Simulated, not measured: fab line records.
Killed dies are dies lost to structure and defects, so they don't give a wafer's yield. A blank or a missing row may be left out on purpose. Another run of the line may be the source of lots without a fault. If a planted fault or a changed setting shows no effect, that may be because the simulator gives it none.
Split-lot study || flow n5Finfet || on a route of 1938 steps: 7 lots, 21 wafers read

## THE SPLIT
At N5_BEOL_M5_ETCH_68 (etches SOC in N2/H2, target depth 80 nm, overetch 16 nm, time 120 s), the setting biasW was moved away from the recipe's 150 W on 6 of the 21 wafers read, by -17.5% to +14.5%. All remaining wafers had this setting at the recipe value.

Reading taken at the split's own step.

## THE READING
rfVppV, in V, at N5_BEOL_M5_ETCH_68 (etches SOC in N2/H2, target depth 80 nm, overetch 16 nm, time 120 s). A value of 523.8 V with a standard deviation of 2.4 V is what fault-free wafers of this fab line usually give.

{"wafer": "L074.1", "tool, chamber at the split": "rieDiel-01, 0", "biasW as run, W": 167.2, "against the recipe": "+11.5%", "rfVppV, V": 558.8, "against lot-mates on the recipe": "+33.6"}
{"wafer": "L074.3", "tool, chamber at the split": "rieDiel-01, 1", "biasW as run, W": 150, "against the recipe": "recipe", "rfVppV, V": 523.5, "against lot-mates on the recipe": "-"}
{"wafer": "L074.4", "tool, chamber at the split": "rieDiel-01, 2", "biasW as run, W": 150, "against the recipe": "recipe", "rfVppV, V": 526.8, "against lot-mates on the recipe": "-"}
{"wafer": "L077.2", "tool, chamber at the split": "rieDiel-03, 3", "biasW as run, W": 150, "against the recipe": "recipe", "rfVppV, V": 523.8, "against lot-mates on the recipe": "-"}
{"wafer": "L077.3", "tool, chamber at the split": "rieDiel-03, 1", "biasW as run, W": 171.8, "against the recipe": "+14.5%", "rfVppV, V": 567.0, "against lot-mates on the recipe": "+43.2"}
{"wafer": "L077.6", "tool, chamber at the split": "rieDiel-03, 2", "biasW as run, W": 171.8, "against the recipe": "+14.5%", "rfVppV, V": 574.4, "against lot-mates on the recipe": "+50.6"}
{"wafer": "L078.1", "tool, chamber at the split": "rieDiel-06, 3", "biasW as run, W": 150, "against the recipe": "recipe", "rfVppV, V": 525.2, "against lot-mates on the recipe": "-"}
{"wafer": "L078.2", "tool, chamber at the split": "rieDiel-06, 2", "biasW as run, W": 150, "against the recipe": "recipe", "rfVppV, V": 521.2, "against lot-mates on the recipe": "-"}
{"wafer": "L078.6", "tool, chamber at the split": "rieDiel-06, 3", "biasW as run, W": 150, "against the recipe": "recipe", "rfVppV, V": 524.3, "against lot-mates on the recipe": "-"}
{"wafer": "L080.2", "tool, chamber at the split": "rieDiel-06, 0", "biasW as run, W": 123.8, "against the recipe": "-17.5%", "rfVppV, V": 465.2, "against lot-mates on the recipe": -58.3}
{"wafer": "L080.3", "tool, chamber at the split": "rieDiel-06, 2", "biasW as run, W": 150, "against the recipe": "recipe", "rfVppV, V": 520.6, "against lot-mates on the recipe": "-"}
{"wafer": "L080.5", "tool, chamber at the split": "rieDiel-06, 0", "biasW as run, W": 150, "against the recipe": "recipe", "rfVppV, V": 526.5, "against lot-mates on the recipe": "-"}
{"wafer": "L082.2", "tool, chamber at the split": "rieDiel-01, 0", "biasW as run, W": 150, "against the recipe": "recipe", "rfVppV, V": 520.3, "against lot-mates on the recipe": "-"}
{"wafer": "L082.3", "tool, chamber at the split": "rieDiel-01, 3", "biasW as run, W": 150, "against the recipe": "recipe", "rfVppV, V": 521.0, "against lot-mates on the recipe": "-"}
{"wafer": "L082.5", "tool, chamber at the split": "rieDiel-01, 2", "biasW as run, W": 150, "against the recipe": "recipe", "rfVppV, V": 527.8, "against lot-mates on the recipe": "-"}
{"wafer": "L086.1", "tool, chamber at the split": "rieDiel-01, 1", "biasW as run, W": 150, "against the recipe": "recipe", "rfVppV, V": 523.5, "against lot-mates on the recipe": "-"}
{"wafer": "L086.5", "tool, chamber at the split": "rieDiel-01, 0", "biasW as run, W": 136, "against the recipe": "-9.3%", "rfVppV, V": 491.0, "against lot-mates on the recipe": -32.5}
{"wafer": "L086.6", "tool, chamber at the split": "rieDiel-01, 3", "biasW as run, W": 136, "against the recipe": "-9.3%", "rfVppV, V": 489.1, "against lot-mates on the recipe": -34.4}
{"wafer": "L095.1", "tool, chamber at the split": "rieDiel-01, 1", "biasW as run, W": 150, "against the recipe": "recipe", "rfVppV, V": 524.0, "against lot-mates on the recipe": "-"}
{"wafer": "L095.3", "tool, chamber at the split": "rieDiel-01, 0", "biasW as run, W": 150, "against the recipe": "recipe", "rfVppV, V": 520.5, "against lot-mates on the recipe": "-"}
{"wafer": "L095.4", "tool, chamber at the split": "rieDiel-01, 3", "biasW as run, W": 150, "against the recipe": "recipe", "rfVppV, V": 522.3, "against lot-mates on the recipe": "-"}

FIT RESULTS
A straight line over all 21 wafers: rfVppV changes by +3.31 V for each +1% of biasW; r = +0.99; the points scatter about the line by 2.6 V.
The same after taking each lot's own level away (the mean of its wafers on the recipe; 21 wafers): +3.29 V for each +1%; r = +0.99; scatter 2.6 V.
That fit puts the effect of the largest move of biasW on the reading at 57 V.
The span of the lots' own levels, 522.27 to 525.15 V, comes to 1.2 times the standard deviation stated above.
The two slopes are in agreement: the lot-to-lot level therefore moves the slope only a little.
Check: -57.8 V against its lot-mates is what the line predicts for one of the wafers moved furthest among these (-17.5%) when that wafer is left out of the fit. Against them it came out at -58.3 V.
Tool readings at the split's step, against how far the setting was moved: rfVppV r = +0.99.

## THE OTHER SPLITS THESE WAFERS WENT THROUGH
Other splits were also applied to these wafers ahead of the reading. Each is held against what the fit with the lots' levels taken away leaves over:
{"other split on the same wafers": "N5_BEOL_M4_TRENCH_ETCH_37 sourceW", "wafers away from the commonest value": 9, "r with rfVppV (lot level and that fit taken away)": "+0.07"}
{"other split on the same wafers": "N5_BEOL_M5_COAT_22 spinRpm", "wafers away from the commonest value": 7, "r with rfVppV (lot level and that fit taken away)": "+0.01"}

## THE WHOLE CHAIN: every reading that the file lists as answering this split, in the file's order
{"step": "N5_BEOL_M5_ETCH_68", "what it does": "etches SOC in N2/H2, target depth 80 nm, overetch 16 nm, time 120 s", "reading": "rfVppV", "change (the file's fit)": "+3.26 V for each +1% of the setting", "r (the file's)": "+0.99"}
{"step": "N5_BEOL_M5_ETCH_68", "what it does": "etches SOC in N2/H2, target depth 80 nm, overetch 16 nm, time 120 s", "reading": "SiARC_of_BEOL_M5_COAT_66.thkNm (the simulator's own value, which no gauge read)", "change (the file's fit)": "-0.0684 nm for each +1% of the setting", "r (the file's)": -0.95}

## FILE'S OWN FIT
rfVppV changes by +3.26 V for each +1% of biasW, r = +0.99.
